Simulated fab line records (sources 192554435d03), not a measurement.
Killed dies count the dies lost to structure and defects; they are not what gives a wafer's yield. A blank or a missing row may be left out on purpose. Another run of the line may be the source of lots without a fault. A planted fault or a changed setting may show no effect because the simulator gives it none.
Matching of chambers | flow n5-finfet | N5_BEOL_M5_CURE_80 on uv-cure-02: 3 sister chambers
The step cures SiCOH lowk, time 120 s. 6 wafers are shown with their chamber, then 11 later ones without.

## WAFERS, EACH WITH ITS CHAMBER
wafer  | chamber | wafer_temp_C_max | lamp-power-pct (%)
L078.3 | 0       | 370.9            | 52.32
L078.4 | 0       | 370.5            | 52.43
L087.3 | 1       | 371.9            | 52.27
L087.6 | 1       | 372.5            | 52.25
L091.6 | 2       | 370.9            | 52.31
L094.1 | 2       | 370.9            | 52.29

## WAFERS WITHOUT THEIR CHAMBER
wafer  | wafer_temp_C_max | lamp-power-pct (%)
L094.5 | 370.9            | 52.41
L094.6 | 371.3            | 52.27
L094.2 | 370.9            | 52.39
L094.3 | 371.0            | 52.28
L094.4 | 371.0            | 52.35
L092.2 | 370.7            | 52.33
L092.3 | 371.1            | 52.25
L092.6 | 371.2            | 52.28
L095.1 | 370.9            | 52.34
L095.4 | 371.1            | 52.33
L095.5 | 371.5            | 52.33

## WHICH CHAMBER EACH ONE RAN IN
wafer  | from the rows above          | in truth
L094.5 | can't be placed: 0 or 2      | 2
L094.6 | can't be placed: 2 or 0 or 1 | 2
L094.2 | can't be placed: 0 or 2      | 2
L094.3 | can't be placed: 2 or 0      | 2
L094.4 | can't be placed: 2 or 0      | 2
L092.2 | can't be placed: 2 or 0      | 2
L092.3 | can't be placed: 2 or 0      | 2
L092.6 | can't be placed: 2 or 0      | 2
L095.1 | can't be placed: 2 or 0      | 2
L095.4 | can't be placed: 2 or 0      | 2
L095.5 | can't be placed: 2 or 1 or 0 | 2
0 of 11 placed correctly. From these rows, 11 cannot be placed; in 11 the true chamber is one of the candidates. 0 placed wrongly.
How it was worked out, from the rows above alone: a wafer's distance from a chamber is the root of the sum, over the readings, of the square of ((its reading less the chamber's mean) divided by the reading's scatter). The wafer belongs to the nearest chamber; if the next one is less than 2 further off, it can't be placed. The mean given for a chamber averages the wafers shown for that chamber. How the scatter is found: for the shown wafers, subtract from each reading the mean of its chamber, square and add these, divide the total by (wafers less chambers), then take the root.
